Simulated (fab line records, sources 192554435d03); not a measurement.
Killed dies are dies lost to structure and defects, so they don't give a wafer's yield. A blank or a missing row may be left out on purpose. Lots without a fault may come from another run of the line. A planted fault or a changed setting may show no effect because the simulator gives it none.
Chamber matching | flow n5_finfet | N5_ILD0_CMP_03 on cmp-01: 4 sister chambers
The step polishes, stops on SiNx, t overpolish 1.9 s, target thk 197.38 nm. 24 wafers are shown with their chamber, then 12 later ones without.

WAFERS WITH THEIR CHAMBER
wafer  | chamber | motor_current_A (A) | time_to_endpoint_s (s) | slurry_filter_dp_kPa (kPa)
L075.1 | 0       | 12.8                | 67                     | 13.59
L075.2 | 3       | 11.0                | 64                     | 13.49
L075.6 | 3       | 11.5                | 64                     | 13.41
L076.1 | 1       | 11.7                | 64                     | 13.58
L076.3 | 0       | 12.5                | 70                     | 13.63
L076.6 | 1       | 11.6                | 68                     | 13.34
L078.1 | 1       | 11.7                | 69                     | 13.28
L078.3 | 3       | 12.0                | 65                     | 13.58
L078.5 | 2       | 13.7                | 71                     | 13.43
L080.2 | 2       | 13.5                | 71                     | 13.42
L080.5 | 0       | 12.6                | 70                     | 13.47
L080.6 | 1       | 11.8                | 69                     | 13.69
L081.1 | 2       | 13.8                | 68                     | 13.33
L081.3 | 1       | 11.2                | 66                     | 13.51
L081.6 | 2       | 14.0                | 67                     | 13.48
L082.2 | 0       | 12.4                | 68                     | 13.52
L082.4 | 1       | 11.6                | 67                     | 13.61
L082.5 | 1       | 12.1                | 65                     | 13.63
L084.1 | 0       | 12.8                | 69                     | 13.47
L084.5 | 2       | 13.6                | 69                     | 13.48
L084.6 | 1       | 11.9                | 66                     | 13.57
L086.1 | 0       | 12.9                | 69                     | 13.57
L086.2 | 2       | 13.8                | 73                     | 13.52
L086.4 | 1       | 11.6                | 69                     | 13.24

SIGNATURES (means of the wafers above)
reading              | chamber 0 | chamber 1 | chamber 2 | chamber 3 | scatter within a chamber
motor_current_A      | 12.667    | 11.689    | 13.733    | 11.500    | 0.258
time_to_endpoint_s   | 68.83     | 67.00     | 69.83     | 64.33     | 1.74
slurry_filter_dp_kPa | 13.5417   | 13.4944   | 13.4433   | 13.4933   | 0.117
Rule: a wafer's distance from a chamber is the root of the sum, over the readings, of the square of ((its reading less the chamber's mean) divided by the reading's scatter). The wafer belongs to the nearest chamber; if the next one is less than 2 further off, it can't be placed. The scatter: the root of (the sum of the squares of (reading less its chamber's mean) over the shown wafers, divided by (wafers less chambers)).

WAFERS WITHOUT THEIR CHAMBER
wafer  | motor_current_A (A) | time_to_endpoint_s (s) | slurry_filter_dp_kPa (kPa)
L088.2 | 14.3                | 67                     | 13.42
L088.3 | 11.4                | 66                     | 13.33
L088.5 | 11.9                | 64                     | 13.54
L089.1 | 11.9                | 71                     | 13.21
L089.3 | 12.0                | 71                     | 13.42
L089.4 | 13.5                | 74                     | 13.70
L091.1 | 12.7                | 64                     | 13.59
L091.2 | 11.3                | 65                     | 13.56
L091.4 | 13.7                | 70                     | 13.42
L096.1 | 11.2                | 66                     | 13.55
L096.5 | 11.9                | 68                     | 13.49
L096.6 | 11.5                | 65                     | 13.40

WHICH CHAMBER EACH WENT THROUGH
wafer  | from the rows above          | in truth
L088.2 | 2                            | 2
L088.3 | can't be placed: 3 or 1      | 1
L088.5 | can't be placed: 3 or 1      | 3
L089.1 | can't be placed: 1 or 0 or 3 | 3
L089.3 | can't be placed: 1 or 0 or 3 | 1
L089.4 | can't be placed: 2 or 0      | 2
L091.1 | can't be placed: 0 or 1 or 3 | 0
L091.2 | can't be placed: 3 or 1      | 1
L091.4 | 2                            | 2
L096.1 | can't be placed: 3 or 1      | 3
L096.5 | can't be placed: 1 or 3      | 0
L096.6 | can't be placed: 3 or 1      | 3
Placed correctly: 2 of 12. Can't be placed from these rows: 10 (the true chamber is among the candidates in 9). Placed wrongly: 0.
